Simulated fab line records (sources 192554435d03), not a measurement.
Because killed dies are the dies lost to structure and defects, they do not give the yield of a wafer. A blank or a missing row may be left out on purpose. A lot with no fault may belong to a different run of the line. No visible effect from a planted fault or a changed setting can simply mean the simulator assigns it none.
Which tool did it? | flow n5 finfet | 11 lots with 31 wafers sampled at 5 steps, on a route of 1938 steps

WHAT EACH GAUGE READ, for each wafer
N5_BEOL_M1_INSPECT_59: inspects for defects (darkfield).
lot  | measured     | on                | raw defect count
L591 | day 6 18:53  | defect inspect-02 | 52 86 72
L592 | day 7 07:50  | defect inspect-02 | 57 54 40
L595 | day 8 01:41  | defect inspect-02 | 91 47 28
L597 | day 8 09:49  | defect inspect-01 | 94 86 85
L601 | day 9 18:15  | defect inspect-01 | 82 93 182
L602 | day 10 06:01 | defect inspect-01 | 44 64 101
L607 | day 11 07:14 | defect inspect-02 | 66 98
L608 | day 11 09:04 | defect inspect-01 | 57 108
L610 | day 11 13:56 | defect inspect-01 | 142 69 92
L611 | day 12 00:29 | defect inspect-01 | 63 85 70
L612 | day 12 06:29 | defect inspect-01 | 57 49 50

N5_BEOL_M4_RC_MEAS_101.
lot  | measured     | on        | DIBL_N (mV/V)  | DIBL_P (mV/V)  | IOFF_N (nA/um) | IOFF_P (nA/um) | ION_N (uA/um) | ION_P (uA/um) | SS_N (mV/dec)  | SS_P (mV/dec)  | VT_N (mV)   | VT_P (mV)
L591 | day 8 08:31  | prober-01 | 32.3 37.0 35.8 | 33.3 38.7 37.5 | 0.11 0.19 0.16 | 0.18 0.27 0.25 | 672 694 688   | 481 481 484   | 71.6 71.2 71.5 | 72.3 73.3 73.6 | 254 247 249 | -248 -245 -247
L592 | day 9 00:01  | prober-02 | 35.3 31.4 32.5 | 37.2 32.2 32.9 | 0.12 0.08 0.08 | 0.16 0.11 0.11 | 675 637 631   | 453 439 434   | 71.4 69.7 70.5 | 73.3 71.6 72.3 | 253 260 261 | -258 -262 -262
L595 | day 9 14:43  | prober-02 | 39.7 37.9 37.7 | 39.7 38.4 38.9 | 0.20 0.16 0.17 | 0.22 0.20 0.20 | 671 676 669   | 456 462 453   | 72.8 72.7 72.5 | 74.2 73.3 73.7 | 247 250 249 | -252 -257 -253
L597 | day 9 22:32  | prober-02 | 34.1 35.3 35.2 | 33.7 35.3 34.5 | 0.12 0.12 0.12 | 0.15 0.18 0.16 | 684 657 653   | 466 461 458   | 70.5 71.7 71.4 | 72.0 73.2 73.0 | 253 255 254 | -255 -255 -257
L601 | day 11 06:01 | prober-01 | 36.2 38.2 35.7 | 35.9 37.9 34.8 | 0.16 0.21 0.16 | 0.22 0.26 0.21 | 670 703 683   | 471 478 461   | 71.7 71.6 71.2 | 73.3 73.4 72.6 | 251 245 249 | -246 -245 -251
L602 | day 11 12:25 | prober-01 | 36.8 37.1 34.5 | 38.0 37.9 34.3 | 0.18 0.18 0.13 | 0.25 0.26 0.20 | 691 684 663   | 474 473 459   | 71.4 71.4 70.8 | 74.8 73.8 73.7 | 247 249 249 | -247 -247 -251
L607 | day 12 20:33 | prober-02 | 40.0 42.3      | 41.2 42.9      | 0.21 0.26      | 0.27 0.31      | 683 692       | 461 468       | 72.2 73.1      | 74.7 75.0      | 249 243     | -249 -245
L608 | day 12 20:45 | prober-01 | 36.2 37.4      | 37.2 38.7      | 0.15 0.18      | 0.19 0.21      | 660 691       | 455 469       | 71.9 71.7      | 73.4 73.3      | 251 248     | -253 -250
L610 | day 13 18:46 | prober-01 | 37.0 32.3 34.5 | 37.2 31.4 34.8 | 0.18 0.10 0.14 | 0.24 0.15 0.21 | 672 652 665   | 458 457 458   | 72.1 70.9 71.1 | 73.5 71.8 72.5 | 248 258 252 | -250 -254 -249
L611 | day 13 23:06 | prober-01 | 36.3 39.6 36.0 | 35.1 39.1 34.1 | 0.13 0.19 0.12 | 0.21 0.27 0.19 | 647 680 656   | 451 464 458   | 71.1 72.3 71.3 | 72.2 73.1 72.6 | 254 246 256 | -247 -248 -253
L612 | day 13 18:54 | prober-02 | 37.6 35.1 38.3 | 36.7 33.4 38.3 | 0.17 0.13 0.19 | 0.24 0.19 0.27 | 673 661 701   | 467 461 481   | 71.1 70.7 71.2 | 74.5 72.1 73.5 | 249 252 247 | -247 -249 -243

EACH LOT AND THE TOOL THAT RAN IT (in order: tool; ch and the chambers of the sampled wafers; start)
lot  | N5_BEOL_M1_DEP_57               | N5_BEOL_M2_HM_DEP_02         | N5_BEOL_M2_COAT_05
L591 | pecvd-03 ch 1,2, day 6 18:48    | pvd sputter-02, day 6 19:05  | litho track-05 ch 0, day 6 19:13
L592 | pecvd-04 ch 0,1, day 7 07:44    | pvd sputter-03, day 7 08:26  | litho track-03 ch 0, day 7 08:34
L595 | pecvd-03 ch 0,1,2, day 8 01:36  | pvd sputter-03, day 8 02:22  | litho track-03 ch 0, day 8 02:30
L597 | pecvd-01 ch 0,1,2, day 8 09:43  | pvd sputter-01, day 8 10:22  | litho track-03 ch 0, day 8 10:29
L601 | pecvd-01 ch 0,2, day 9 18:08    | pvd sputter-02, day 9 18:37  | litho track-01 ch 0, day 9 18:46
L602 | pecvd-03 ch 0,1,2, day 10 05:56 | pvd sputter-02, day 10 06:23 | litho track-01 ch 0, day 10 06:31
L607 | pecvd-01 ch 1,2, day 11 07:08   | pvd sputter-02, day 11 08:19 | litho track-03 ch 0, day 11 08:28
L608 | pecvd-03 ch 0,1, day 11 08:59   | pvd sputter-03, day 11 11:25 | litho track-03 ch 0, day 11 11:34
L610 | pecvd-04 ch 1,2, day 11 13:50   | pvd sputter-01, day 11 14:50 | litho track-05 ch 0, day 11 14:58
L611 | pecvd-03 ch 0,2, day 12 00:22   | pvd sputter-01, day 12 01:02 | litho track-03 ch 0, day 12 01:10
L612 | pecvd-03 ch 0,1, day 12 06:23   | pvd sputter-03, day 12 09:20 | litho track-03 ch 0, day 12 09:28
- N5_BEOL_M1_DEP_57: deposits SiCN from 3MS/NH3, target thk 8 nm, time 14 s.
- N5_BEOL_M2_HM_DEP_02: deposits TiN, target thk 20 nm.
- N5_BEOL_M2_COAT_05: resist thk 30 nm.

AS READ BY THE TOOLS THEMSELVES (means over the sampled wafers that have a number; for cases with no such wafer, the mark the record gives instead)
N5_BEOL_M1_DEP_57.
lot  | tool     | showerhead plenum p Torr (Torr) | throttle valve pct (%)
L591 | pecvd-03 | 3.660                           | 9.0
L592 | pecvd-04 | 3.661                           | 9.7
L595 | pecvd-03 | 3.660                           | 9.3
L597 | pecvd-01 | 3.665                           | 8.8
L601 | pecvd-01 | 3.667                           | 8.7
L602 | pecvd-03 | 3.658                           | 9.2
L607 | pecvd-01 | 3.665                           | 8.9
L608 | pecvd-03 | 3.649                           | 9.4
L610 | pecvd-04 | 3.662                           | 9.0
L611 | pecvd-03 | 3.669                           | 9.2
L612 | pecvd-03 | 3.650                           | 9.7

N5_BEOL_M2_HM_DEP_02.
lot  | tool           | throttle valve pct (%)
L591 | pvd sputter-02 | 29.5
L592 | pvd sputter-03 | 29.4
L595 | pvd sputter-03 | 29.3
L597 | pvd sputter-01 | 30.0
L601 | pvd sputter-02 | 28.9
L602 | pvd sputter-02 | 29.3
L607 | pvd sputter-02 | 28.7
L608 | pvd sputter-03 | 30.0
L610 | pvd sputter-01 | 31.2
L611 | pvd sputter-01 | 29.8
L612 | pvd sputter-03 | 29.4

N5_BEOL_M2_COAT_05.
lot  | tool           | dispense pressure kPa (kPa) | spin speed rpm (rpm)
L591 | litho track-05 | 55.7                        | 1500.3
L592 | litho track-03 | 52.6                        | 1499.1
L595 | litho track-03 | 52.6                        | 1547.8
L597 | litho track-03 | 52.6                        | 1547.8
L601 | litho track-01 | 51.0                        | 1500.3
L602 | litho track-01 | 51.0                        | 1499.5
L607 | litho track-03 | 52.6                        | 1498.5
L608 | litho track-03 | 52.7                        | 1499.8
L610 | litho track-05 | 55.7                        | 1501.2
L611 | litho track-03 | 52.6                        | 1499.6
L612 | litho track-03 | 52.6                        | 1500.1

THE ANSWER, worked out from the rows above alone
Rule: the usual values come from the lots themselves. The widest of any qualifying gaps counts: lots, ordered by their means at a reading, are off when they make up no more than a third of the lots, leave a main group of 4 or more, and stand apart from it by 3 or more times the standard deviation of that group's means. A main group is skipped when, at the precision printed for the reading in the tables above, its means are all equal. Also off: a lot with no number at a reading for which 4 or more lots have one. Any other lot the step has rows for is counted as sound. The gauges are gone through in route order, then the tools' own readings, and for those a lot's mean is taken as printed above. At the first step where some lot is off, the reading lying furthest off is the one used; lots without a number count as furthest.
Off, at N5_BEOL_M2_COAT_05 on spin speed rpm: L595, L597. Main group: mean 1499.8 rpm, sd 0.73.
A tool fits if, at that step or a process step before it, it ran every lot that is off, and no sound lot after the first of them. Of those tried, none fits.

WHAT THE SIMULATOR HAD INSERTED
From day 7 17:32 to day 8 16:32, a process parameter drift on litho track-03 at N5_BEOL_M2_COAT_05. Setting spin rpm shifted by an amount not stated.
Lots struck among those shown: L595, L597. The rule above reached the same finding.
